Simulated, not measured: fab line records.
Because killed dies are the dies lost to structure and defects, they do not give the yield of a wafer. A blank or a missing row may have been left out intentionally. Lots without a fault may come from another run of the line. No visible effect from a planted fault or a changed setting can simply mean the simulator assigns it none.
Comparing a struck lot with a sound one + flow n5_finfet + 14 out of 1938 route steps
Sound: wafers L133.1, L133.3, L133.4. Wafers L135.1, L135.5, L135.6 were the ones struck. The cause is given at the end.
Order at every step that has rows: each side's tool, ch and its chambers, its first start. Under that, the readings that differ: sound wafers + struck wafers + difference of the means + sigmas: that difference in standard deviations of wafers without a fault.
alike: readings whose means differ by less than 2 such deviations, and words and numbers that are the same on both sides. not compared: withheld readings, readings that some wafer has no value for, bounds like >300 that may hide the same value, and numbers for which the record gives no deviation and whose values overlap.
Wherever a step has rows on one side only, a row that says differs or no value, or a row with sigmas, the two part there. When numbers do not overlap yet have no deviation, they are printed without sigmas and do not part them. Lack of a reading on every wafer of one side parts them only where that side has two or more wafers.

N5_MIM_BOT_ETCH_ETCH_03: etches the open film in Cl2/BCl3, target depth 12 nm.
  sound on rie_metal-02 ch 0,1, day 15 01:10; struck on rie_metal-03 ch 0,1, day 15 11:14
  alike: drypump_motor_current_A, oes_product_au, rf_fwd_power_W, throttle_valve_pct
  not compared: rf_hours_counter_h
N5_MIM_BOT_ETCH_ETCH_00: etches TiN in Cl2/BCl3, target depth 45.5 nm.
  sound on rie_metal-02 ch 0,1, day 15 01:16; struck on rie_metal-03 ch 0,1, day 15 11:19
  alike: drypump_motor_current_A, mfc_ar_sccm, oes_product_au, rf_fwd_power_W, throttle_valve_pct
  not compared: rf_hours_counter_h
N5_MIM_BOT_ETCH_STRIP_01: strips in O2.
  sound on rie_diel-02 ch 0,1,3, day 15 01:24; struck on rie_diel-05 ch 0,3, day 15 11:28
  alike: drypump_motor_current_A, o2_flow_sccm, oes_product_au, rf_vpp_V, showerhead_plenum_p_Torr, throttle_valve_pct
  not compared: rf_hours_counter_h
then, 3 steps without rows for these wafers: N5_MIM_BOT_ETCH_STRIP_02 (strips in post etch residue remover, time 1200 s); N5_MIM_BOT_ETCH_CLEAN_05 (cleans in IPA, time 180 s); N5_MIM_BOT_ETCH_SRD_06 (time 30 s).
N5_PASSIVATION_PECVD_55: deposits SiO2 from SiH4/N2O, target thk 400 nm, time 22.5 s.
  sound on pecvd-01 ch 1,2, day 15 01:54; struck on pecvd-01 ch 1,2, day 15 11:58
  alike: heater_power_w, rf_fwd_power_W, showerhead_plenum_p_Torr, throttle_valve_pct
N5_PASSIVATION_PECVD_01: deposits SiNx from SiH4/NH3/N2, target thk 200 nm, time 43.2 s.
  sound on pecvd-01 ch 1,2, day 15 01:56; struck on pecvd-01 ch 1,2, day 15 12:00
  alike: heater_power_w, rf_fwd_power_W, showerhead_plenum_p_Torr, throttle_valve_pct
then, 4 steps without rows for these wafers: N5_PASSIVATION_HMDS_03 (time 60 s); N5_PASSIVATION_COAT_04; N5_PASSIVATION_EBR_06; N5_PASSIVATION_SOFTBAKE_05 (time 90 s).
N5_PASSIVATION_EXPOSE_07: exposes mask TV, defocus 0 nm, target cd 3000 nm.
  sound on krf_scanner-01 ch 0, day 15 03:24; struck on krf_scanner-01, day 15 17:49
  no value came back on the struck wafers for exposure_dose_mJ_cm2, focus_offset_nm (nm); on the sound wafers exposure_dose_mJ_cm2 reads 22.751 22.713 22.739
  alike: mask
next, for these wafers, 1 step has no rows: N5_PASSIVATION_PEB_08.

== WHERE THEY PART ==
Only at N5_PASSIVATION_EXPOSE_07, as far as this record shows.

WHY: whatever the simulator had introduced
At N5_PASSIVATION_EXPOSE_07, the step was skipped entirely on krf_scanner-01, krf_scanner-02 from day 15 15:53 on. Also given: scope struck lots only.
